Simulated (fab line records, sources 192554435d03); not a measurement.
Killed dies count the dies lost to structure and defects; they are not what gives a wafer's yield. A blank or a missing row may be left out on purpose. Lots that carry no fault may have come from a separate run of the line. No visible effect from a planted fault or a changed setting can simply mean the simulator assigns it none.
A single fault, viewed from 2 desks    flow n5-finfet    each desk has only its own numbers; what lay behind them comes last

== THE METROLOGY DESK ==
Lot by lot, what the gauges showed, no matter which tool ran the lot: averages of those sampled wafers that carry a number. A lot is out of limits, marked OUT, if its mean lies more than 4 standard deviations from the usual mean; the brackets give that distance.
Columns: A = cd-nm at N5_PASSIVATION_CD_MEAS_44, usual 39998 nm
lot   first seen here  A
L543  day 13 14:55     39999
L544  day 13 20:59     39996
L545  day 14 02:05     39997
L546  day 14 05:28     39998
L547  day 14 15:53     40003
L549  day 14 20:02     39994
L548  day 14 21:08     40000
L550  day 15 02:14     39998
L555  day 16 22:01     39996
L562  day 18 17:39     39994
L564  day 18 22:26     39999
L563  day 19 04:05     39995
This desk found nothing out of limits on any of the 12 lots.

== AT THE TOOL OWNER'S DESK: ald-sin-02 ==
The tool's own readings at N5_BEOL_M4_ALD_98 (deposits SiO2, target thk 2.5 nm, pulse time 1 s, co reactant pulse time 1 s): means of the sampled wafers that have a number, for each lot that ran on this tool. A lot is out of limits, marked OUT, if its mean lies more than 4 standard deviations from the usual mean; the brackets give that distance.
Columns: A = heater-power-w at N5_BEOL_M4_ALD_98, usual 80 W; B = precursor-pulse-height-rel at N5_BEOL_M4_ALD_98, usual 0.999
lot   first seen here  A   B
L543  day 7 22:37      87  0.997
L544  day 7 23:16      83  0.999
L548  day 10 10:07     83  1.005
L549  day 10 10:28     87  0.980
L550  day 10 11:20     88  1.005
L555  day 12 08:56     82  0.985
This desk found nothing out of limits on any of the 6 lots.

== BROUGHT TOGETHER ==
Metrology desk: nothing out of limits seen.
The tool owner's desk saw nothing out of limits.

== WHAT THE SIMULATOR PUT IN ==
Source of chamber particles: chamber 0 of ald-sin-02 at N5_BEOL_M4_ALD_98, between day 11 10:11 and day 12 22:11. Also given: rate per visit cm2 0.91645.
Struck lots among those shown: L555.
